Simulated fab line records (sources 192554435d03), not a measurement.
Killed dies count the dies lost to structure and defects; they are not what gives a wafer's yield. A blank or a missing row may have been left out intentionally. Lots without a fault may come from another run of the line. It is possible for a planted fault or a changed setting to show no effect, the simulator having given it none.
fab line records	flow n5_finfet
[record] lots = 24	wafers = 72	last_day = 19
route steps=1938 shown BEOL_M3@991 BEOL_M4@1040
lots that met no fault: taken from a fault-free run of the same line
start_h: start of the lot's first displayed wafer, in hours after the record's first day	wait_h: hours elapsed since this lot's preceding step	" as in the row above	L1.1+2: several wafers, shown together as one row	- no value, or no start given	* or withheld: withheld	< > ~ a bound
route shown NAME@n: NAME is a module with steps in the file, n the number in the route of the first one	usual: mean and standard deviation over wafers with no fault	same: alike in all rows	chamber/n: place in a boat	sites: each site's reading	_std_site: their standard deviation	_edge_site: mean of outer sites minus mean of inner sites	radius_mm: how far each site lies from the wafer's centre	mask NAME#n: copy n	behind: the tool/chamber that last shaped the wafer	hold: cause of the lot's hold/its duration in hours/its outcome	device: which transistor (n, p or np) failed to switch	end of line: at the end of the route, the tests of the same wafers	a step given without rows: its recipe and nothing more	killed: not the wafer's yield, but the dies lost to structure and defects at the first sort	map: a wafer's dies, x killed, . not, _ none there
set.NAME: the setting that was run; set.NAME@STEP: the one run at that earlier step	model.NAME: the simulator's own value behind a step, which no gauge read
a sample of lots followed through the steps of the route, with each step as a table and each wafer as a row
services: a tool's chamber out of use, with start hour (start_h, from the record's first day; less than 0 if before it), hours out, and reason
[[steps]]
[step N5_BEOL_M3_ALD_84]
[recipe] material = TaN	target_thk_a = *	temp_c = 275	ald_precursor_family = PDMAT	ald_co_reactant = NH3	pressure_torr = 3	carrier_flow_sccm = 1500	pulse_time_s = 2	purge_time_s = 3	co_reactant_purge_time_s = 2	co_reactant_pulse_time_s = 3	ald_cycles = 30	precursor_vessel_temp_c = 75	precursor_vessel_pressure_torr = 26.25	precursor_vessel_carrier_sccm = 1000
[usual] heater_power_w = 388/41	precursor_vessel_pressure_torr = 26.25/0.048
[same] co_reactant_purge_time_s = 2
lot.wafer	tool	chamber	start_h	wait_h	heater_power_w	precursor_vessel_pressure_torr
L074.3	ald_metal-04	3	159.41	0.0	333	26.25
L074.5	"	2	"	"	404	26.16
L074.6	"	3	"	"	331	26.25
L075.2	ald_metal-01	2	161.30	0.0	436	26.25
L075.3	"	0	"	"	381	26.27
L075.5	"	1	"	"	321	26.28
L076.1	ald_metal-01	3	170.53	0.0	414	26.30
L076.2	"	0	"	"	387	26.27
L076.6	"	1	"	"	316	26.27
L078.1	ald_metal-01	1	190.75	0.1	318	26.29
L078.3	"	3	"	"	409	26.18
L078.4	"	3	"	"	403	26.31
L077.1	ald_metal-01	2	198.33	0.0	419	26.26
L077.2	"	3	"	"	400	26.26
L077.6	"	2	"	"	422	26.33
L079.1	ald_metal-04	3	218.72	0.1	330	26.26
L079.3	"	1	"	"	409	26.29
L079.6	"	1	"	"	396	26.34
L080.3	ald_metal-02	1	218.85	0.1	406	26.25
L080.5	"	3	"	"	377	26.16
L080.6	"	2	"	"	349	26.30
L081.1	ald_metal-04	3	221.92	0.0	331	26.24
L081.2	"	0	"	"	428	26.25
L081.5	"	2	"	"	406	26.37
L082.1	ald_metal-02	0	221.99	0.1	455	26.22
L082.2	"	2	"	"	356	26.25
L082.6	"	0	"	"	446	26.23
L083.1	ald_metal-04	2	231.75	0.1	402	26.19
L083.2	"	0	"	"	426	26.22
L083.3	"	1	"	"	408	26.27
L084.1	ald_metal-02	2	238.19	0.0	352	26.23
L084.5	"	3	"	"	380	26.29
L084.6	"	2	"	"	352	26.21
L087.2	ald_metal-04	2	241.17	0.0	397	26.21
L087.5	"	1	"	"	405	26.28
L087.6	"	2	"	"	411	26.16
L085.1	ald_metal-04	3	263.86	0.2	328	26.21
L085.3	"	0	"	"	444	26.23
L085.6	"	1	"	"	398	26.28
L086.1	ald_metal-01	3	264.74	0.0	396	26.26
L086.3	"	1	"	"	316	26.20
L086.5	"	2	"	"	420	26.20
L089.1	ald_metal-01	0	268.22	0.1	389	26.34
L089.3	"	3	"	"	410	26.19
L089.6	"	0	"	"	384	26.25
L088.3	ald_metal-02	2	268.74	0.1	357	26.25
L088.5	"	0	"	"	440	26.19
L088.6	"	1	"	"	393	26.25
L091.1	ald_metal-01	3	272.16	0.1	400	26.20
L091.4	"	0	"	"	398	26.27
L091.6	"	2	"	"	427	26.25
L092.2	ald_metal-04	1	277.04	0.0	400	26.27
L092.3	"	2	"	"	407	26.30
L092.6	"	2	"	"	410	26.33
L090.1	ald_metal-01	2	277.51	0.0	426	26.27
L090.3	"	0	"	"	378	26.35
L090.5	"	3	"	"	401	26.20
L093.1	ald_metal-02	0	284.51	0.2	451	26.31
L093.3	"	3	"	"	360	26.22
L093.5	"	2	"	"	358	26.28
L095.1	ald_metal-01	3	297.21	0.0	404	26.20
L095.4	"	0	"	"	372	26.29
L095.6	"	0	"	"	382	26.29
L094.1	ald_metal-04	3	305.65	0.0	335	26.19
L094.2	"	1	"	"	390	26.26
L094.5	"	3	"	"	332	26.28
L096.1	ald_metal-02	2	315.96	0.0	349	26.22
L096.3	"	1	"	"	412	26.24
L096.4	"	0	"	"	455	26.23
L097.1	ald_metal-02	0	320.35	0.0	449	26.18
L097.3	"	3	"	"	369	26.27
L097.6	"	0	"	"	429	26.21
[step N5_BEOL_M3_SPUTTER_81]
[recipe] material = Cu	target_thk_a = 45	temp_c = -20	chamber_pressure_pa = 0.07	power_w = withheld	time_s = 8.29
[usual] throttle_valve_pct = 30.1/0.94
lot.wafer	tool	chamber	start_h	wait_h	throttle_valve_pct
L074.3	pvd_sputter-03	-	160.92	0.1	30.9
L074.5	"	-	"	"	29.7
L074.6	"	-	"	"	30.1
L075.2	pvd_sputter-01	-	162.25	0.1	32.2
L075.3	"	-	"	"	28.8
L075.5	"	-	"	"	31.8
L076.1	pvd_sputter-02	-	171.55	0.1	30.4
L076.2	"	-	"	"	31.1
L076.6	"	-	"	"	29.6
L078.1	pvd_sputter-01	-	192.71	0.1	29.5
L078.3	"	-	"	"	31.8
L078.4	"	-	"	"	28.9
L077.1	pvd_sputter-03	-	199.41	0.1	29.7
L077.2	"	-	"	"	30.6
L077.6	"	-	"	"	30.8
L079.1	pvd_sputter-02	-	219.66	0.1	29.5
L079.3	"	-	"	"	31.0
L079.6	"	-	"	"	30.5
L080.3	pvd_sputter-01	-	220.27	0.1	28.6
L080.5	"	-	"	"	29.5
L080.6	"	-	"	"	28.7
L081.1	pvd_sputter-01	-	222.87	0.1	29.5
L081.2	"	-	"	"	28.7
L081.5	"	-	"	"	29.0
L082.1	pvd_sputter-03	-	223.02	0.1	28.7
L082.2	"	-	"	"	30.7
L082.6	"	-	"	"	30.0
L083.1	pvd_sputter-03	-	232.65	0.1	30.7
L083.2	"	-	"	"	29.6
L083.3	"	-	"	"	28.6
L084.1	pvd_sputter-02	-	239.13	0.1	29.5
L084.5	"	-	"	"	29.9
L084.6	"	-	"	"	31.3
L087.2	pvd_sputter-02	-	242.13	0.1	31.3
L087.5	"	-	"	"	30.2
L087.6	"	-	"	"	29.7
L085.1	pvd_sputter-02	-	264.93	0.1	29.8
L085.3	"	-	"	"	31.0
L085.6	"	-	"	"	30.4
L086.1	pvd_sputter-02	-	266.77	0.1	29.4
L086.3	"	-	"	"	29.5
L086.5	"	-	"	"	29.4
L089.1	pvd_sputter-01	-	269.18	0.1	28.5
L089.3	"	-	"	"	31.9
L089.6	"	-	"	"	28.8
L088.3	pvd_sputter-02	-	270.01	0.1	31.0
L088.5	"	-	"	"	29.7
L088.6	"	-	"	"	30.5
L091.1	pvd_sputter-01	-	275.02	0.1	31.9
L091.4	"	-	"	"	29.4
L091.6	"	-	"	"	32.0
L092.2	pvd_sputter-01	-	278.00	0.1	29.4
L092.3	"	-	"	"	31.5
L092.6	"	-	"	"	32.1
L090.1	pvd_sputter-02	-	278.52	0.1	31.4
L090.3	"	-	"	"	29.8
L090.5	"	-	"	"	31.1
L093.1	pvd_sputter-01	-	285.52	0.1	30.0
L093.3	"	-	"	"	28.9
L093.5	"	-	"	"	28.8
L095.1	pvd_sputter-01	-	298.17	0.1	31.8
L095.4	"	-	"	"	28.7
L095.6	"	-	"	"	29.6
L094.1	pvd_sputter-03	-	311.27	4.7	30.1
L094.2	"	-	"	"	31.0
L094.5	"	-	"	"	28.4
L096.1	pvd_sputter-03	-	317.31	0.1	30.1
L096.3	"	-	"	"	29.9
L096.4	"	-	"	"	28.4
L097.1	pvd_sputter-02	-	321.33	0.1	30.7
L097.3	"	-	"	"	29.6
L097.6	"	-	"	"	31.2
[step N5_BEOL_M3_ANNEAL_87]
[recipe] temp_c = 400	time_s = 240	ambient = vacuum
[usual] heater_power_w = 853/97
lot.wafer	tool	chamber	start_h	wait_h	heater_power_w
L074.3	pvd_sputter-03	-	161.22	0.0	771
L074.5	"	-	"	"	838
L074.6	"	-	"	"	768
L075.2	pvd_sputter-01	-	162.55	0.0	793
L075.3	"	-	"	"	978
L075.5	"	-	"	"	806
L076.1	pvd_sputter-02	-	171.85	0.0	848
L076.2	"	-	"	"	724
L076.6	"	-	"	"	724
L078.1	pvd_sputter-01	-	193.03	0.0	939
L078.3	"	-	"	"	812
L078.4	"	-	"	"	992
L077.1	pvd_sputter-03	-	199.71	0.0	818
L077.2	"	-	"	"	776
L077.6	"	-	"	"	769
L079.1	pvd_sputter-02	-	219.96	0.0	741
L079.3	"	-	"	"	720
L079.6	"	-	"	"	848
L080.3	pvd_sputter-01	-	220.57	0.0	987
L080.5	"	-	"	"	919
L080.6	"	-	"	"	964
L081.1	pvd_sputter-01	-	223.17	0.0	883
L081.2	"	-	"	"	945
L081.5	"	-	"	"	965
L082.1	pvd_sputter-03	-	223.32	0.0	887
L082.2	"	-	"	"	771
L082.6	"	-	"	"	780
L083.1	pvd_sputter-03	-	232.95	0.0	778
L083.2	"	-	"	"	827
L083.3	"	-	"	"	864
L084.1	pvd_sputter-02	-	239.43	0.0	740
L084.5	"	-	"	"	1060
L084.6	"	-	"	"	725
L087.2	pvd_sputter-02	-	242.43	0.0	722
L087.5	"	-	"	"	825
L087.6	"	-	"	"	739
L085.1	pvd_sputter-02	-	265.23	0.0	1040
L085.3	"	-	"	"	710
L085.6	"	-	"	"	872
L086.1	pvd_sputter-02	-	267.07	0.0	723
L086.3	"	-	"	"	1010
L086.5	"	-	"	"	1031
L089.1	pvd_sputter-01	-	269.48	0.0	971
L089.3	"	-	"	"	786
L089.6	"	-	"	"	961
L088.3	pvd_sputter-02	-	270.31	0.0	723
L088.5	"	-	"	"	748
L088.6	"	-	"	"	849
L091.1	pvd_sputter-01	-	275.32	0.0	809
L091.4	"	-	"	"	948
L091.6	"	-	"	"	784
L092.2	pvd_sputter-01	-	278.30	0.0	920
L092.3	"	-	"	"	804
L092.6	"	-	"	"	776
L090.1	pvd_sputter-02	-	278.82	0.0	710
L090.3	"	-	"	"	1028
L090.5	"	-	"	"	726
L093.1	pvd_sputter-01	-	285.82	0.0	913
L093.3	"	-	"	"	971
L093.5	"	-	"	"	952
L095.1	pvd_sputter-01	-	298.47	0.0	801
L095.4	"	-	"	"	966
L095.6	"	-	"	"	924
L094.1	pvd_sputter-03	-	311.57	0.0	838
L094.2	"	-	"	"	777
L094.5	"	-	"	"	883
L096.1	pvd_sputter-03	-	317.61	0.0	775
L096.3	"	-	"	"	821
L096.4	"	-	"	"	895
L097.1	pvd_sputter-02	-	321.63	0.0	850
L097.3	"	-	"	"	747
L097.6	"	-	"	"	695
[step N5_BEOL_M4_ETCH_64]
[recipe] chemistry = N2/H2	target = SOC	target_depth_a = 750	overetch_a = 225	mask_material = SiARC	temp_c = 40	time_s = 121.9	ion_energy_ev = 200	pressure_mtorr = 30	source_w = 840	bias_w = 150	n2_flow_sccm = 200	h2_flow_sccm = 200
[usual] drypump_motor_current_A = 5.7/0.43	h2_flow_sccm = 200.1/0.62	oes_product_au = 0.59/0.06	rf_vpp_V = 524.4/1.7	showerhead_plenum_p_Torr = 2.55/0.053	throttle_valve_pct = 17.84/0.18
lot.wafer	tool	chamber	start_h	wait_h	drypump_motor_current_A	h2_flow_sccm	oes_product_au	rf_hours_counter_h	rf_vpp_V	showerhead_plenum_p_Torr	throttle_valve_pct
L074.3	rie_diel-06	3	165.38	0.0	5.8	200.9	0.56	173	523.7	2.51	17.77
L074.5	"	1	"	"	5.8	199.4	0.65	-	524.9	2.62	17.70
L074.6	"	2	"	"	6.3	200.8	0.54	-	524.3	2.51	17.82
L075.2	rie_diel-02	2	166.32	0.0	5.8	201.4	0.66	41	525.1	2.58	17.74
L075.3	"	3	"	"	6.4	199.6	0.71	9	528.8	2.69	17.39
L075.5	"	0	"	"	5.2	200.8	0.53	-	525.7	2.61	18.11
L076.1	rie_diel-05	1	179.23	0.0	5.4	200.4	0.56	173	523.1	2.53	18.04
L076.2	"	3	"	"	5.3	200.4	0.66	30	526.2	2.60	17.81
L076.6	"	0	"	"	6.3	199.8	0.54	-	523.9	2.52	17.98
L078.1	rie_diel-06	0	197.69	0.0	5.8	200.0	0.67	39	525.1	2.58	17.80
L078.3	"	3	"	"	5.9	199.5	0.55	181	523.9	2.51	17.77
L078.4	"	1	"	"	5.7	200.1	0.63	44	524.6	2.61	17.69
L077.1	rie_diel-05	3	202.79	0.0	5.3	200.3	0.64	37	526.0	2.60	17.81
L077.2	"	1	"	"	5.4	200.0	0.56	179	523.9	2.53	18.05
L077.6	"	3	"	"	5.3	201.0	0.65	-	525.2	2.60	17.80
L079.1	rie_diel-02	2	225.18	0.0	5.8	200.7	0.64	58	524.8	2.57	17.76
L079.3	"	3	"	"	6.4	200.1	0.67	31	527.4	2.68	17.45
L079.6	"	2	"	"	5.8	200.4	0.63	-	525.0	2.57	17.75
L080.3	rie_diel-05	0	225.40	0.0	6.2	199.3	0.54	184	523.9	2.52	18.00
L080.5	"	3	"	"	5.3	200.0	0.65	-	524.2	2.60	17.81
L080.6	"	2	"	"	5.5	199.7	0.52	-	522.2	2.51	17.85
L081.1	rie_diel-06	1	226.11	0.0	5.7	200.3	0.64	52	524.7	2.61	17.71
L081.2	"	0	"	"	5.8	200.8	0.66	48	524.2	2.57	17.82
L081.5	"	3	"	"	5.8	200.7	0.55	-	522.6	2.51	17.79
L082.1	rie_diel-05	3	226.25	0.0	5.3	200.3	0.65	44	525.3	2.60	17.82
L082.2	"	1	"	"	5.4	200.4	0.56	186	524.7	2.53	18.05
L082.6	"	0	"	"	6.2	199.3	0.54	-	523.4	2.52	18.00
L083.1	rie_diel-06	0	236.50	0.0	5.8	200.9	0.66	52	524.7	2.57	17.81
L083.2	"	1	"	"	5.7	199.3	0.64	55	525.0	2.61	17.70
L083.3	"	2	"	"	6.3	200.4	0.53	220	523.3	2.50	17.87
L084.1	rie_diel-02	1	244.86	0.0	4.9	200.2	0.52	249	520.8	2.49	17.91
L084.5	"	3	"	"	6.3	199.7	0.66	-	527.2	2.67	17.46
L084.6	"	0	"	"	5.2	200.5	0.52	-	525.8	2.59	18.15
L087.2	rie_diel-02	3	246.13	0.0	6.4	200.8	0.66	40	528.8	2.67	17.45
L087.5	"	3	"	"	6.4	200.9	0.66	-	527.4	2.67	17.44
L087.6	"	0	"	"	5.2	200.9	0.52	-	526.2	2.59	18.13
L085.1	rie_diel-02	3	268.85	0.0	6.4	200.2	0.65	50	529.5	2.67	17.47
L085.3	"	2	"	"	5.8	199.5	0.61	77	524.0	2.56	17.81
L085.6	"	1	"	"	5.0	198.9	0.51	-	523.2	2.49	17.91
L086.1	rie_diel-05	0	271.62	0.0	6.2	199.9	0.53	202	522.9	2.51	18.02
L086.3	"	1	"	"	5.4	199.7	0.55	203	522.0	2.52	18.10
L086.5	"	0	"	"	6.2	199.8	0.53	-	524.1	2.51	18.02
L089.1	rie_diel-05	2	272.94	0.0	5.5	199.8	0.51	248	522.9	2.51	17.89
L089.3	"	3	"	"	5.3	199.2	0.64	61	525.2	2.59	17.87
L089.6	"	2	"	"	5.5	199.5	0.51	-	521.9	2.51	17.87
L088.3	rie_diel-05	3	277.15	0.0	5.3	200.8	0.63	63	524.1	2.59	17.86
L088.5	"	1	"	"	5.4	199.8	0.54	-	524.7	2.52	18.07
L088.6	"	3	"	"	5.3	201.1	0.63	-	523.2	2.59	17.87
L091.1	rie_diel-06	0	280.79	0.0	5.8	199.9	0.63	67	525.6	2.56	17.85
L091.4	"	1	"	"	5.8	200.9	0.62	70	525.3	2.60	17.74
L091.6	"	3	"	"	5.8	200.5	0.54	-	522.8	2.50	17.81
L092.2	rie_diel-05	0	281.40	0.0	6.2	200.5	0.53	206	524.3	2.51	18.06
L092.3	"	1	"	"	5.4	199.3	0.54	207	522.9	2.52	18.10
L092.6	"	3	"	"	5.3	201.4	0.63	-	524.7	2.59	17.86
L090.1	rie_diel-06	1	281.84	0.0	5.8	200.6	0.62	71	524.6	2.60	17.74
L090.3	"	2	"	"	6.3	200.0	0.53	236	522.8	2.50	17.90
L090.5	"	3	"	"	5.8	199.5	0.54	-	523.7	2.50	17.81
L093.1	rie_diel-05	3	291.80	0.0	5.3	199.6	0.62	70	526.8	2.59	17.86
L093.3	"	0	"	"	6.2	200.3	0.53	211	523.6	2.51	18.06
L093.5	"	0	"	"	6.3	199.5	0.52	-	524.4	2.51	18.04
L095.1	rie_diel-02	1	304.60	0.0	5.0	200.5	0.75	1	522.0	2.49	17.48
L095.4	"	2	"	"	5.8	200.4	0.61	91	524.4	2.56	17.83
L095.6	"	3	"	"	6.4	200.7	0.64	-	527.8	2.66	17.48
L094.1	rie_diel-06	2	315.75	0.0	6.3	199.7	0.52	249	521.8	2.49	17.91
L094.2	"	0	"	"	5.8	199.7	0.63	81	522.9	2.56	17.86
L094.5	"	3	"	"	5.8	200.0	0.53	-	522.9	2.49	17.82
L096.1	rie_diel-02	0	320.91	0.0	5.2	199.5	0.67	22	525.2	2.58	17.69
L096.3	"	3	"	"	6.4	198.6	0.63	73	527.1	2.66	17.53
L096.4	"	2	"	"	5.8	199.4	0.60	98	523.7	2.56	17.84
L097.1	rie_diel-05	1	325.69	0.0	5.4	200.1	0.53	225	522.8	2.51	18.12
L097.3	"	2	"	"	5.5	200.6	0.71	10	521.9	2.50	17.45
L097.6	"	2	"	"	5.5	199.9	0.71	-	523.1	2.50	17.43
[step N5_BEOL_M4_STRIP_19]
[recipe] chemistry = O2	power_w = 400	temp_c = 40	pressure_mtorr = 30	rf_frequency_hz = 6e+07	bias_power_w = 0	overash_fraction = 0.2	o2_flow_sccm = 225
[usual] drypump_motor_current_A = 5.7/0.4	oes_product_au = 0.77/0.087	rf_vpp_V = 3.6/0.5	showerhead_plenum_p_Torr = 2.11/0.04	throttle_valve_pct = 16.73/0.23
lot.wafer	tool	chamber	start_h	wait_h	drypump_motor_current_A	oes_product_au	rf_hours_counter_h	rf_vpp_V	showerhead_plenum_p_Torr	throttle_valve_pct
L074.3	rie_diel-02	3	165.76	0.1	6.4	0.95	9	3.4	2.23	16.49
L074.5	"	3	"	"	6.4	0.96	-	3.5	2.23	16.49
L074.6	"	0	"	"	5.2	0.69	-	3.1	2.16	17.04
L075.2	rie_diel-02	2	166.60	0.1	5.8	0.87	41	3.6	2.14	16.58
L075.3	"	3	"	"	6.3	0.96	10	2.8	2.23	16.50
L075.5	"	3	"	"	6.3	0.96	-	4.5	2.23	16.51
L076.1	rie_diel-02	3	179.52	0.1	6.3	0.95	13	3.6	2.23	16.50
L076.2	"	1	"	"	5.0	0.70	225	3.5	2.08	16.80
L076.6	"	1	"	"	5.0	0.70	-	3.4	2.08	16.80
L078.1	rie_diel-06	1	197.98	0.1	5.7	0.85	44	3.5	2.11	16.30
L078.3	"	3	"	"	5.8	0.72	182	3.9	2.10	16.86
L078.4	"	2	"	"	6.3	0.71	210	4.6	2.06	16.74
L077.1	rie_diel-05	3	203.07	0.1	5.3	0.88	37	3.2	2.12	16.42
L077.2	"	0	"	"	6.2	0.72	178	3.9	2.11	17.03
L077.6	"	0	"	"	6.3	0.72	-	3.4	2.11	17.00
L079.1	rie_diel-06	2	225.47	0.1	6.3	0.71	217	3.0	2.06	16.76
L079.3	"	0	"	"	5.8	0.88	47	4.0	2.12	16.57
L079.6	"	3	"	"	5.8	0.71	-	2.9	2.10	16.85
L080.3	rie_diel-05	1	225.68	0.1	5.4	0.73	186	3.4	2.08	16.91
L080.5	"	0	"	"	6.2	0.71	-	4.1	2.11	17.01
L080.6	"	1	"	"	5.4	0.74	-	3.6	2.08	16.91
L081.1	rie_diel-05	0	226.40	0.1	6.3	0.71	184	4.1	2.11	17.03
L081.2	"	2	"	"	5.5	0.68	232	2.5	2.08	16.77
L081.5	"	2	"	"	5.5	0.67	-	3.2	2.08	16.79
L082.1	rie_diel-06	1	226.53	0.1	5.8	0.83	52	3.1	2.11	16.32
L082.2	"	2	"	"	6.3	0.71	217	3.6	2.06	16.77
L082.6	"	0	"	"	5.8	0.88	-	3.5	2.12	16.58
L083.1	rie_diel-06	1	236.79	0.1	5.8	0.83	55	3.6	2.11	16.32
L083.2	"	3	"	"	5.8	0.71	193	4.0	2.09	16.87
L083.3	"	0	"	"	5.8	0.87	52	3.9	2.12	16.58
L084.1	rie_diel-06	3	245.26	0.2	5.8	0.71	196	3.2	2.09	16.87
L084.5	"	0	"	"	5.8	0.87	-	4.4	2.12	16.60
L084.6	"	3	"	"	5.8	0.71	-	4.6	2.09	16.88
L087.2	rie_diel-05	3	246.47	0.1	5.3	0.85	51	4.5	2.12	16.43
L087.5	"	3	"	"	5.3	0.85	-	4.0	2.12	16.46
L087.6	"	2	"	"	5.5	0.67	-	3.4	2.08	16.80
L085.1	rie_diel-05	3	269.14	0.1	5.3	0.83	60	2.9	2.12	16.46
L085.3	"	0	"	"	6.2	0.70	201	3.0	2.10	17.03
L085.6	"	1	"	"	5.4	0.71	-	4.1	2.07	16.92
L086.1	rie_diel-05	0	271.91	0.1	6.2	0.70	202	3.0	2.10	17.05
L086.3	"	1	"	"	5.4	0.71	203	4.1	2.07	16.94
L086.5	"	1	"	"	5.4	0.71	-	3.9	2.07	16.92
L089.1	rie_diel-02	3	273.36	0.2	6.4	0.86	53	3.6	2.22	16.59
L089.3	"	0	"	"	5.2	0.94	3	4.0	2.15	16.58
L089.6	"	0	"	"	5.2	0.94	-	3.1	2.15	16.58
L088.3	rie_diel-02	0	277.44	0.1	5.2	0.93	5	3.4	2.15	16.60
L088.5	"	2	"	"	5.8	0.82	-	3.8	2.12	16.66
L088.6	"	3	"	"	6.3	0.86	-	4.4	2.21	16.58
L091.1	rie_diel-05	0	281.08	0.1	6.3	0.69	206	3.8	2.10	17.06
L091.4	"	3	"	"	5.3	0.83	-	3.6	2.11	16.48
L091.6	"	0	"	"	6.2	0.70	-	3.0	2.10	17.06
L092.2	rie_diel-05	3	281.68	0.1	5.3	0.83	65	3.6	2.11	16.47
L092.3	"	0	"	"	6.2	0.69	206	3.6	2.10	17.05
L092.6	"	0	"	"	6.2	0.70	-	4.5	2.10	17.06
L090.1	rie_diel-05	1	282.12	0.1	5.4	0.71	208	3.5	2.07	16.94
L090.3	"	3	"	"	5.3	0.84	66	4.1	2.11	16.47
L090.5	"	1	"	"	5.4	0.72	-	3.2	2.07	16.94
L093.1	rie_diel-06	2	292.12	0.1	6.3	0.69	240	4.2	2.05	16.80
L093.3	"	1	"	"	5.8	0.80	74	3.1	2.10	16.35
L093.5	"	2	"	"	6.3	0.69	-	3.1	2.05	16.81
L095.1	rie_diel-05	2	305.26	0.5	5.5	0.95	4	3.9	2.07	16.34
L095.4	"	3	"	"	5.3	0.82	74	3.5	2.11	16.48
L095.6	"	0	"	"	6.2	0.68	-	3.8	2.09	17.07
L094.1	rie_diel-06	2	316.25	0.3	6.3	0.68	249	4.4	2.05	16.82
L094.2	"	1	"	"	5.8	0.80	84	3.1	2.10	16.35
L094.5	"	2	"	"	6.3	0.68	-	3.3	2.05	16.83
L096.1	rie_diel-05	0	321.20	0.1	6.2	0.68	223	3.6	2.09	17.09
L096.3	"	3	"	"	5.3	0.82	82	2.8	2.11	16.52
L096.4	"	2	"	"	5.5	0.94	9	4.0	2.07	16.36
L097.1	rie_diel-06	1	326.10	0.2	5.7	0.79	87	3.7	2.10	16.35
L097.3	"	0	"	"	5.8	0.83	84	3.6	2.11	16.65
L097.6	"	3	"	"	5.8	0.68	-	3.2	2.08	16.96
[step N5_BEOL_M4_OVL_MEAS_29]
[recipe] points_per_wafer = 522
[usual] V3_OVL = -0.3/0.68
lot.wafer	tool	chamber	start_h	wait_h	V3_OVL[nm]
L074.3	overlay-01	0	166.19	0.0	-1.1
L074.5	"	0	"	"	-0.2
L074.6	"	0	"	"	0.5
L075.2	overlay-02	0	167.02	0.0	-1.0
L075.3	"	0	"	"	-1.2
L075.5	"	0	"	"	-1.5
L076.1	overlay-02	0	180.06	0.0	0.6
L076.2	"	0	"	"	0.3
L076.6	"	0	"	"	-0.7
L078.1	overlay-02	0	198.40	0.0	0.9
L078.3	"	0	"	"	1.3
L078.4	"	0	"	"	1.0
L077.1	overlay-02	0	203.49	0.0	-1.3
L077.2	"	0	"	"	-0.2
L077.6	"	0	"	"	-0.9
L079.1	overlay-01	0	225.89	0.0	-0.3
L079.3	"	0	"	"	-0.6
L079.6	"	0	"	"	-1.2
L080.3	overlay-02	0	226.15	0.0	0.1
L080.5	"	0	"	"	-0.9
L080.6	"	0	"	"	0.5
L081.1	overlay-01	0	226.82	0.0	0.2
L081.2	"	0	"	"	0.6
L081.5	"	0	"	"	-0.1
L082.1	overlay-02	0	226.95	0.0	0.3
L082.2	"	0	"	"	-0.5
L082.6	"	0	"	"	-0.6
L083.1	overlay-02	0	237.33	0.0	-0.1
L083.2	"	0	"	"	-1.4
L083.3	"	0	"	"	0.2
L084.1	overlay-01	0	245.68	0.0	-1.3
L084.5	"	0	"	"	-0.5
L084.6	"	0	"	"	-0.1
L087.2	overlay-01	0	247.01	0.1	-1.0
L087.5	"	0	"	"	-0.9
L087.6	"	0	"	"	-1.3
L085.1	overlay-02	0	269.72	0.0	0.0
L085.3	"	0	"	"	-0.7
L085.6	"	0	"	"	-0.5
L086.1	overlay-02	0	272.45	0.0	0.1
L086.3	"	0	"	"	0.0
L086.5	"	0	"	"	0.1
L089.1	overlay-01	0	274.74	0.0	-0.2
L089.3	"	0	"	"	-1.6
L089.6	"	0	"	"	-0.2
L088.3	overlay-01	0	278.00	0.0	-0.6
L088.5	"	0	"	"	0.3
L088.6	"	0	"	"	0.7
L091.1	overlay-01	0	281.49	0.0	-0.7
L091.4	"	0	"	"	-0.7
L091.6	"	0	"	"	-0.3
L092.2	overlay-01	0	282.11	0.0	0.6
L092.3	"	0	"	"	0.0
L092.6	"	0	"	"	1.0
L090.1	overlay-02	0	282.67	0.0	-0.1
L090.3	"	0	"	"	-0.9
L090.5	"	0	"	"	-0.1
L093.1	overlay-01	0	292.67	0.0	-1.8
L093.3	"	0	"	"	-0.5
L093.5	"	0	"	"	-1.1
L095.1	overlay-02	0	305.81	0.0	0.8
L095.4	"	0	"	"	-0.2
L095.6	"	0	"	"	0.5
L094.1	overlay-01	0	316.79	0.0	0.1
L094.2	"	0	"	"	0.7
L094.5	"	0	"	"	-0.5
L096.1	overlay-01	0	321.74	0.0	-0.4
L096.3	"	0	"	"	-0.6
L096.4	"	0	"	"	0.1
L097.1	overlay-02	0	326.64	0.0	0.2
L097.3	"	0	"	"	-0.4
L097.6	"	0	"	"	-1.1
[[services]]
tool	chamber	start_h	hours	kind
ald_metal-02	3	143.51	13.5	repair
pvd_sputter-01	-	143.59	5.2	repair
rie_diel-02	0	153.84	5.9	repair
rie_diel-02	1	156.34	5.9	repair
ald_metal-02	-	159.49	8.7	pm
ald_metal-01	0	184.23	9.4	repair
rie_diel-02	0	190.66	4.0	repair
ald_metal-04	-	200.56	1.5	repair
ald_metal-01	-	203.04	8.7	pm
rie_diel-02	2	212.97	7.8	repair
ald_metal-01	2	219.39	22.7	repair
ald_metal-01	0	233.40	26.1	repair
rie_diel-02	0	233.99	1.9	repair
ald_metal-01	3	243.53	3.2	repair
ald_metal-02	3	248.53	27.0	repair
rie_diel-02	0	250.82	-	clean
rie_diel-02	2	274.60	2.7	repair
rie_diel-05	2	276.14	-	clean
rie_diel-05	2	276.14	-	consumable_replace:focus_ring
rie_diel-05	2	276.14	16.3	scheduled_down
rie_diel-05	2	276.14	16.3	vent_cycle
ald_metal-04	-	310.95	8.7	pm
ald_metal-01	1	314.91	2.5	repair
rie_diel-06	2	318.16	10.9	repair
[[key]]
fault none
